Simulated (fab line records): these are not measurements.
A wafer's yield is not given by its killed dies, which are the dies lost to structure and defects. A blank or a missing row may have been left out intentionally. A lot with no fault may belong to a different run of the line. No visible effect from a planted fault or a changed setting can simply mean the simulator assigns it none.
Chamber matching ; flow n5Finfet ; 4 sister chambers for N5_BEOL_M6_ETCH_72 on rieDiel-02
The step etches underlayer in N2/H2, target depth 6.5 nm, time 5.2 s. 4 wafers are shown with their chamber, then 7 later ones without.

WAFERS PAIRED WITH THEIR CHAMBERS
wafer;chamber;showerheadPlenumPTorr (Torr)
L088.3;3;2.47
L088.6;1;2.43
L089.1;0;2.69
L089.3;2;2.60

WAFERS WHOSE CHAMBER IS MISSING
wafer;showerheadPlenumPTorr (Torr)
L089.4;2.46
L093.1;2.60
L093.3;2.46
L093.4;2.68
L097.2;2.68
L097.4;2.43
L097.5;2.59

CHAMBER TAKEN BY EACH
wafer;from the rows above;in truth
L089.4;3;3
L093.1;2;2
L093.3;3;3
L093.4;0;0
L097.2;0;0
L097.4;1;1
L097.5;2;2
Correct placement for 7 of the 7. From these rows, 0 cannot be placed. Wrongly placed: 0.
How it was worked out, from the rows above alone: a wafer's distance from a chamber is the root of the sum, over the readings, of the square of ((its reading less the chamber's mean) divided by the reading's scatter). The wafer belongs to the nearest chamber; if the next one is less than 2 further off, it can't be placed. Each chamber's mean is taken over the wafers shown for it. The scatter: with one shown wafer a chamber, the root of the mean of the squares of how far each hidden wafer lies from its nearest shown one.
